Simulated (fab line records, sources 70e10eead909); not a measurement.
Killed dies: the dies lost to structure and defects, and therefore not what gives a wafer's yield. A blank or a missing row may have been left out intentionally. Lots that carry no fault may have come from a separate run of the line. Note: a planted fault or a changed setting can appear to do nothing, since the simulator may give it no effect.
Chamber matching + flow nand harc + 4 sister chambers for NHARC_A_STAIRCASE_ALD_415 on ald hk-04
The step deposits SiO2, target thk 30 nm, pulse time 6 s, ald cycles 300. 8 wafers are shown with their chamber, then 9 later ones without.

## WAFERS, EACH WITH ITS CHAMBER
| wafer  | chamber | heater power w (W) | precursor pulse height rel |
|--------|---------|--------------------|----------------------------|
| L688.2 | 1       | 428                | 1.026                      |
| L691.1 | 1       | 422                | 0.994                      |
| L693.1 | 3       | 552                | 1.010                      |
| L693.2 | 2       | 470                | 1.033                      |
| L693.6 | 0       | 382                | 0.991                      |
| L697.1 | 0       | 372                | 0.981                      |
| L697.2 | 3       | 552                | 0.988                      |
| L697.3 | 2       | 468                | 1.009                      |

## WAFERS MISSING THEIR CHAMBER
| wafer  | heater power w (W) | precursor pulse height rel |
|--------|--------------------|----------------------------|
| L698.1 | 474                | 0.983                      |
| L698.3 | 548                | 0.982                      |
| L698.6 | 558                | 1.005                      |
| L706.1 | 405                | 0.997                      |
| L706.2 | 379                | 1.000                      |
| L706.6 | 545                | 0.972                      |
| L708.2 | 550                | 1.008                      |
| L708.3 | 377                | 0.989                      |
| L708.6 | 377                | 0.964                      |

## EACH ONE'S CHAMBER
| wafer  | from the rows above     | in truth |
|--------|-------------------------|----------|
| L698.1 | 2                       | 2        |
| L698.3 | 3                       | 3        |
| L698.6 | 3                       | 3        |
| L706.1 | can't be placed: 1 or 0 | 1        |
| L706.2 | 0                       | 0        |
| L706.6 | 3                       | 3        |
| L708.2 | 3                       | 3        |
| L708.3 | 0                       | 0        |
| L708.6 | 0                       | 0        |
Placed correctly: 8 of 9. These rows do not allow placing 1 (true chamber among the candidates in 1). Placed wrongly: 0.
How it was worked out, from the rows above alone: a wafer's distance from a chamber is the root of the sum, over the readings, of the square of ((its reading less the chamber's mean) divided by the reading's scatter). If the next closest chamber is less than 2 further off than the closest, the wafer can't be placed; otherwise it belongs to the closest. For every chamber, the mean is computed from those of its wafers that are shown. The scatter: take each reading less its chamber's mean, square it, sum over the shown wafers, divide by the number of wafers less the number of chambers, and take the root.
